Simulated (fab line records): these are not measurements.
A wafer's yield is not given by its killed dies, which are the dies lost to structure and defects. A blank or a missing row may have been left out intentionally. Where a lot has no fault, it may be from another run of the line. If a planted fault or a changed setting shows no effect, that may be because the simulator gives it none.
What tool caused it? + flow n5-finfet + 72 wafers from 24 lots sampled at 6 of the route's 1938 steps

== WHAT THE GAUGES SHOWED, per wafer ==
N5_BEOL_M3_INSPECT_59: inspects for defects (darkfield).
| lot  | measured     | on                | raw-defect-count |
|------|--------------|-------------------|------------------|
| L074 | day 7 02:55  | defect-inspect-02 | 53 54 48         |
| L075 | day 7 14:03  | defect-inspect-01 | 42 42 66         |
| L078 | day 8 04:27  | defect-inspect-01 | 50 53 61         |
| L076 | day 8 05:27  | defect-inspect-02 | 48 56 47         |
| L077 | day 8 05:34  | defect-inspect-02 | 89 105 69        |
| L079 | day 8 08:46  | defect-inspect-02 | 85 78 100        |
| L080 | day 8 19:03  | defect-inspect-02 | 38 41 69         |
| L081 | day 9 06:31  | defect-inspect-02 | 56 52 44         |
| L083 | day 9 09:34  | defect-inspect-02 | 49 33 39         |
| L082 | day 9 09:53  | defect-inspect-02 | 81 63 58         |
| L084 | day 9 16:25  | defect-inspect-01 | 92 53 86         |
| L085 | day 10 11:09 | defect-inspect-01 | 34 50 41         |
| L086 | day 10 13:16 | defect-inspect-02 | 65 64 42         |
| L087 | day 10 14:58 | defect-inspect-01 | 37 63 77         |
| L088 | day 10 23:03 | defect-inspect-02 | 65 54 47         |
| L089 | day 11 00:16 | defect-inspect-02 | 68 58 74         |
| L090 | day 11 03:21 | defect-inspect-01 | 74 126 76        |
| L092 | day 11 17:15 | defect-inspect-01 | 54 42 56         |
| L091 | day 11 20:27 | defect-inspect-01 | 72 66 74         |
| L093 | day 12 03:41 | defect-inspect-02 | 56 69 51         |
| L095 | day 12 12:56 | defect-inspect-01 | 64 91 46         |
| L094 | day 12 21:01 | defect-inspect-02 | 104 54 78        |
| L096 | day 12 21:25 | defect-inspect-02 | 40 53 117        |
| L097 | day 12 21:43 | defect-inspect-01 | 83 70 77         |

== WHICH TOOL RAN EACH LOT (tool, then ch and the chambers of the sampled wafers, then the start) ==
| lot  | N5_BEOL_M3_ETCH_41                            | N5_BEOL_M3_SPUTTER_79        | N5_BEOL_M3_ANNEAL_82         | N5_BEOL_M3_SPUTTER_88        | N5_BEOL_M3_ANNEAL_91         |
|------|-----------------------------------------------|------------------------------|------------------------------|------------------------------|------------------------------|
| L074 | rie-diel-04 ch 2,3, day 7 00:18 or earlier    | pvd-sputter-01, day 7 00:18  | pvd-sputter-01, day 7 00:36  | pvd-sputter-01, day 7 00:58  | pvd-sputter-01, day 7 01:16  |
| L075 | rie-diel-05 ch 0,1,3, day 7 11:26 or earlier  | pvd-sputter-01, day 7 11:26  | pvd-sputter-01, day 7 11:44  | pvd-sputter-01, day 7 12:05  | pvd-sputter-01, day 7 12:23  |
| L078 | rie-diel-03 ch 0,1,2, day 8 01:50 or earlier  | pvd-sputter-01, day 8 01:50  | pvd-sputter-01, day 8 02:08  | pvd-sputter-01, day 8 02:30  | pvd-sputter-01, day 8 02:48  |
| L076 | rie-diel-05 ch 0,2,3, day 8 02:50 or earlier  | pvd-sputter-02, day 8 02:50  | pvd-sputter-02, day 8 03:08  | pvd-sputter-02, day 8 03:30  | pvd-sputter-02, day 8 03:48  |
| L077 | rie-diel-03 ch 0,1,3, day 8 02:56 or earlier  | pvd-sputter-03, day 8 02:56  | pvd-sputter-03, day 8 03:14  | pvd-sputter-03, day 8 03:36  | pvd-sputter-03, day 8 03:54  |
| L079 | rie-diel-04 ch 0,3, day 8 06:10 or earlier    | pvd-sputter-01, day 8 06:10  | pvd-sputter-01, day 8 06:28  | pvd-sputter-01, day 8 06:49  | pvd-sputter-01, day 8 07:07  |
| L080 | rie-diel-05 ch 1,2,3, day 8 16:06 or earlier  | pvd-sputter-03, day 8 16:06  | pvd-sputter-03, day 8 16:24  | pvd-sputter-03, day 8 16:46  | pvd-sputter-03, day 8 17:04  |
| L081 | rie-diel-03 ch 0,1, day 9 03:53 or earlier    | pvd-sputter-03, day 9 03:53  | pvd-sputter-03, day 9 04:11  | pvd-sputter-03, day 9 04:33  | pvd-sputter-03, day 9 04:51  |
| L083 | rie-diel-05 ch 1,2, day 9 06:56 or earlier    | pvd-sputter-02, day 9 06:56  | pvd-sputter-02, day 9 07:14  | pvd-sputter-02, day 9 07:35  | pvd-sputter-02, day 9 07:53  |
| L082 | rie-diel-04 ch 2,3, day 9 07:15 or earlier    | pvd-sputter-01, day 9 07:15  | pvd-sputter-01, day 9 07:33  | pvd-sputter-01, day 9 07:55  | pvd-sputter-01, day 9 08:13  |
| L084 | rie-diel-05 ch 0,1,2, day 9 13:46 or earlier  | pvd-sputter-01, day 9 13:46  | pvd-sputter-01, day 9 14:04  | pvd-sputter-01, day 9 14:26  | pvd-sputter-01, day 9 14:44  |
| L085 | rie-diel-03 ch 1,2, day 10 08:32 or earlier   | pvd-sputter-03, day 10 08:32 | pvd-sputter-03, day 10 08:50 | pvd-sputter-03, day 10 09:11 | pvd-sputter-03, day 10 09:29 |
| L086 | rie-diel-04 ch 0,3, day 10 10:35 or earlier   | pvd-sputter-01, day 10 10:35 | pvd-sputter-01, day 10 10:53 | pvd-sputter-01, day 10 11:14 | pvd-sputter-01, day 10 11:32 |
| L087 | rie-diel-04 ch 0,1,2, day 10 12:19 or earlier | pvd-sputter-02, day 10 12:19 | pvd-sputter-02, day 10 12:37 | pvd-sputter-02, day 10 12:58 | pvd-sputter-02, day 10 13:16 |
| L088 | rie-diel-04 ch 1,2, day 10 19:46 or earlier   | pvd-sputter-01, day 10 19:46 | pvd-sputter-01, day 10 20:04 | pvd-sputter-01, day 10 20:25 | pvd-sputter-01, day 10 20:43 |
| L089 | rie-diel-03 ch 0,2,3, day 10 21:38 or earlier | pvd-sputter-01, day 10 21:38 | pvd-sputter-01, day 10 21:56 | pvd-sputter-01, day 10 22:18 | pvd-sputter-01, day 10 22:36 |
| L090 | rie-diel-03 ch 0,2,3, day 11 00:44 or earlier | pvd-sputter-02, day 11 00:44 | pvd-sputter-02, day 11 01:02 | pvd-sputter-02, day 11 01:24 | pvd-sputter-02, day 11 01:42 |
| L092 | rie-diel-03 ch 0,1,3, day 11 14:17 or earlier | pvd-sputter-02, day 11 14:17 | pvd-sputter-02, day 11 14:35 | pvd-sputter-02, day 11 14:57 | pvd-sputter-02, day 11 15:15 |
| L091 | rie-diel-05 ch 1,2, day 11 17:50 or earlier   | pvd-sputter-01, day 11 17:50 | pvd-sputter-01, day 11 18:08 | pvd-sputter-01, day 11 18:30 | pvd-sputter-01, day 11 18:48 |
| L093 | rie-diel-03 ch 0,1,2, day 12 01:01 or earlier | pvd-sputter-03, day 12 01:01 | pvd-sputter-03, day 12 01:19 | pvd-sputter-03, day 12 01:41 | pvd-sputter-03, day 12 01:59 |
| L095 | rie-diel-03 ch 0,1,3, day 12 10:19 or earlier | pvd-sputter-02, day 12 10:19 | pvd-sputter-02, day 12 10:37 | pvd-sputter-02, day 12 10:58 | pvd-sputter-02, day 12 11:16 |
| L094 | rie-diel-04 ch 0,3, day 12 18:24 or earlier   | pvd-sputter-01, day 12 18:24 | pvd-sputter-01, day 12 18:42 | pvd-sputter-01, day 12 19:04 | pvd-sputter-01, day 12 19:22 |
| L096 | rie-diel-05 ch 1,3, day 12 18:49 or earlier   | pvd-sputter-02, day 12 18:49 | pvd-sputter-02, day 12 19:07 | pvd-sputter-02, day 12 19:28 | pvd-sputter-02, day 12 19:46 |
| L097 | rie-diel-03 ch 0,1,3, day 12 19:05 or earlier | pvd-sputter-03, day 12 19:05 | pvd-sputter-03, day 12 19:23 | pvd-sputter-03, day 12 19:45 | pvd-sputter-03, day 12 20:03 |
- N5_BEOL_M3_ETCH_41: etches SiCN in CH3F/O2, target depth 29.9 nm, time 52.5 s.
- N5_BEOL_M3_SPUTTER_79: material Cu, target thk 4.5 nm, time 8.29 s.
- N5_BEOL_M3_ANNEAL_82: time 240 s.
- N5_BEOL_M3_SPUTTER_88: material Cu, target thk 4.5 nm, time 8.29 s.
- N5_BEOL_M3_ANNEAL_91: time 240 s.

== WHAT THE TOOLS THEMSELVES READ (means of the sampled wafers that have a number; where no wafer has one, the mark that the record gives instead) ==
N5_BEOL_M3_ETCH_41.
| lot  | tool        | drypump-motor-current-A (A) | oes-product-au (a.u.) | rf-vpp-V (V) | showerhead-plenum-p-Torr (Torr) | throttle-valve-pct (%) |
|------|-------------|-----------------------------|-----------------------|--------------|---------------------------------|------------------------|
| L074 | rie-diel-04 | 5.83                        | 0.72                  | 295.2        | 1.93                            | 16.52                  |
| L075 | rie-diel-05 | 5.83                        | 0.72                  | 296.6        | 1.97                            | 16.57                  |
| L078 | rie-diel-03 | 5.85                        | 0.75                  | 298.4        | 1.99                            | 16.45                  |
| L076 | rie-diel-05 | 5.87                        | 0.77                  | 297.7        | 2.02                            | 16.57                  |
| L077 | rie-diel-03 | 5.86                        | 0.72                  | 296.0        | 1.94                            | 16.50                  |
| L079 | rie-diel-04 | 5.96                        | 0.74                  | 297.0        | 1.97                            | 16.57                  |
| L080 | rie-diel-05 | 5.82                        | 0.77                  | 297.1        | 2.02                            | 16.48                  |
| L081 | rie-diel-03 | 5.82                        | 0.74                  | 297.0        | 1.94                            | 16.49                  |
| L083 | rie-diel-05 | 5.76                        | 0.80                  | 297.8        | 2.08                            | 16.45                  |
| L082 | rie-diel-04 | 6.02                        | 0.80                  | 297.3        | 2.05                            | 16.44                  |
| L084 | rie-diel-05 | 5.77                        | 0.75                  | 297.0        | 2.03                            | 16.57                  |
| L085 | rie-diel-03 | 5.68                        | 0.74                  | 297.9        | 2.02                            | 16.45                  |
| L086 | rie-diel-04 | 6.00                        | 0.73                  | 296.4        | 1.96                            | 16.60                  |
| L087 | rie-diel-04 | 5.72                        | 0.81                  | 297.5        | 2.00                            | 16.20                  |
| L088 | rie-diel-04 | 5.74                        | 0.86                  | 299.2        | 2.07                            | 16.06                  |
| L089 | rie-diel-03 | 5.92                        | 0.80                  | 299.3        | 2.06                            | 16.36                  |
| L090 | rie-diel-03 | 5.93                        | 0.81                  | 298.4        | 2.06                            | 16.36                  |
| L092 | rie-diel-03 | 5.85                        | 0.80                  | 297.1        | 2.01                            | 16.38                  |
| L091 | rie-diel-05 | 5.76                        | 0.87                  | 299.2        | 2.08                            | 16.34                  |
| L093 | rie-diel-03 | 5.85                        | 0.72                  | 296.1        | 1.98                            | 16.52                  |
| L095 | rie-diel-03 | 5.86                        | 0.79                  | 297.5        | 2.01                            | 16.40                  |
| L094 | rie-diel-04 | 5.74                        | 0.71                  | 295.8        | 1.94                            | 16.55                  |
| L096 | rie-diel-05 | 5.89                        | 0.79                  | 296.2        | 1.94                            | 16.42                  |
| L097 | rie-diel-03 | 5.88                        | 0.78                  | 297.6        | 2.01                            | 16.41                  |

N5_BEOL_M3_SPUTTER_79.
| lot  | tool           | throttle-valve-pct (%) |
|------|----------------|------------------------|
| L074 | pvd-sputter-01 | 29.9                   |
| L075 | pvd-sputter-01 | 30.1                   |
| L078 | pvd-sputter-01 | 29.8                   |
| L076 | pvd-sputter-02 | 30.0                   |
| L077 | pvd-sputter-03 | 29.9                   |
| L079 | pvd-sputter-01 | 30.1                   |
| L080 | pvd-sputter-03 | 29.9                   |
| L081 | pvd-sputter-03 | 30.2                   |
| L083 | pvd-sputter-02 | 30.5                   |
| L082 | pvd-sputter-01 | 30.3                   |
| L084 | pvd-sputter-01 | 30.0                   |
| L085 | pvd-sputter-03 | 29.6                   |
| L086 | pvd-sputter-01 | 30.3                   |
| L087 | pvd-sputter-02 | 29.3                   |
| L088 | pvd-sputter-01 | 29.8                   |
| L089 | pvd-sputter-01 | 30.1                   |
| L090 | pvd-sputter-02 | 30.4                   |
| L092 | pvd-sputter-02 | 30.3                   |
| L091 | pvd-sputter-01 | 29.8                   |
| L093 | pvd-sputter-03 | 30.3                   |
| L095 | pvd-sputter-02 | 30.4                   |
| L094 | pvd-sputter-01 | 29.9                   |
| L096 | pvd-sputter-02 | 29.8                   |
| L097 | pvd-sputter-03 | 30.4                   |

N5_BEOL_M3_ANNEAL_82.
| lot  | tool           | heater-power-w (W) |
|------|----------------|--------------------|
| L074 | pvd-sputter-01 | 779                |
| L075 | pvd-sputter-01 | 777                |
| L078 | pvd-sputter-01 | 704                |
| L076 | pvd-sputter-02 | 845                |
| L077 | pvd-sputter-03 | 801                |
| L079 | pvd-sputter-01 | 775                |
| L080 | pvd-sputter-03 | 818                |
| L081 | pvd-sputter-03 | 788                |
| L083 | pvd-sputter-02 | 710                |
| L082 | pvd-sputter-01 | 803                |
| L084 | pvd-sputter-01 | 764                |
| L085 | pvd-sputter-03 | 818                |
| L086 | pvd-sputter-01 | 749                |
| L087 | pvd-sputter-02 | 876                |
| L088 | pvd-sputter-01 | 743                |
| L089 | pvd-sputter-01 | 783                |
| L090 | pvd-sputter-02 | 834                |
| L092 | pvd-sputter-02 | 811                |
| L091 | pvd-sputter-01 | 702                |
| L093 | pvd-sputter-03 | 816                |
| L095 | pvd-sputter-02 | 826                |
| L094 | pvd-sputter-01 | 745                |
| L096 | pvd-sputter-02 | 708                |
| L097 | pvd-sputter-03 | 788                |

N5_BEOL_M3_SPUTTER_88.
| lot  | tool           | throttle-valve-pct (%) |
|------|----------------|------------------------|
| L074 | pvd-sputter-01 | 29.9                   |
| L075 | pvd-sputter-01 | 30.2                   |
| L078 | pvd-sputter-01 | 29.9                   |
| L076 | pvd-sputter-02 | 30.4                   |
| L077 | pvd-sputter-03 | 29.8                   |
| L079 | pvd-sputter-01 | 30.2                   |
| L080 | pvd-sputter-03 | 30.0                   |
| L081 | pvd-sputter-03 | 30.4                   |
| L083 | pvd-sputter-02 | 30.5                   |
| L082 | pvd-sputter-01 | 30.2                   |
| L084 | pvd-sputter-01 | 30.1                   |
| L085 | pvd-sputter-03 | 29.5                   |
| L086 | pvd-sputter-01 | 30.3                   |
| L087 | pvd-sputter-02 | 29.2                   |
| L088 | pvd-sputter-01 | 29.8                   |
| L089 | pvd-sputter-01 | 30.2                   |
| L090 | pvd-sputter-02 | 30.5                   |
| L092 | pvd-sputter-02 | 30.4                   |
| L091 | pvd-sputter-01 | 29.9                   |
| L093 | pvd-sputter-03 | 30.2                   |
| L095 | pvd-sputter-02 | 30.5                   |
| L094 | pvd-sputter-01 | 29.9                   |
| L096 | pvd-sputter-02 | 29.8                   |
| L097 | pvd-sputter-03 | 30.6                   |

N5_BEOL_M3_ANNEAL_91.
| lot  | tool           | heater-power-w (W) |
|------|----------------|--------------------|
| L074 | pvd-sputter-01 | 768                |
| L075 | pvd-sputter-01 | 784                |
| L078 | pvd-sputter-01 | 708                |
| L076 | pvd-sputter-02 | 834                |
| L077 | pvd-sputter-03 | 805                |
| L079 | pvd-sputter-01 | 765                |
| L080 | pvd-sputter-03 | 813                |
| L081 | pvd-sputter-03 | 784                |
| L083 | pvd-sputter-02 | 724                |
| L082 | pvd-sputter-01 | 798                |
| L084 | pvd-sputter-01 | 767                |
| L085 | pvd-sputter-03 | 818                |
| L086 | pvd-sputter-01 | 755                |
| L087 | pvd-sputter-02 | 881                |
| L088 | pvd-sputter-01 | 739                |
| L089 | pvd-sputter-01 | 782                |
| L090 | pvd-sputter-02 | 816                |
| L092 | pvd-sputter-02 | 834                |
| L091 | pvd-sputter-01 | 706                |
| L093 | pvd-sputter-03 | 794                |
| L095 | pvd-sputter-02 | 828                |
| L094 | pvd-sputter-01 | 752                |
| L096 | pvd-sputter-02 | 709                |
| L097 | pvd-sputter-03 | 802                |

== THE ANSWER, worked out from the rows above alone ==
Rule: the lots themselves supply what counts as usual. Put in order of their means at a reading, lots are off if they are a third of the lots or fewer, leave a main group of 4 or more, and stand apart from it by a gap of 3 or more times the standard deviation of the main group's means; of several such gaps the widest counts. A main group is skipped when, at the precision printed for the reading in the tables above, its means are all equal. A lot without any number at a reading at which 4 lots or more have one is off too. Where the step has rows for the other lots, those lots are counted as sound. After the gauges, taken in route order, come the tools' own readings; for these a lot's mean is taken, as printed above. The first step at which some lot is off is used, and at that step the reading that is off furthest; a lot without a number counts as furthest.
Nothing can be told from this: no lot is off at any reading shown.

== WHAT WAS PUT IN BY THE SIMULATOR ==
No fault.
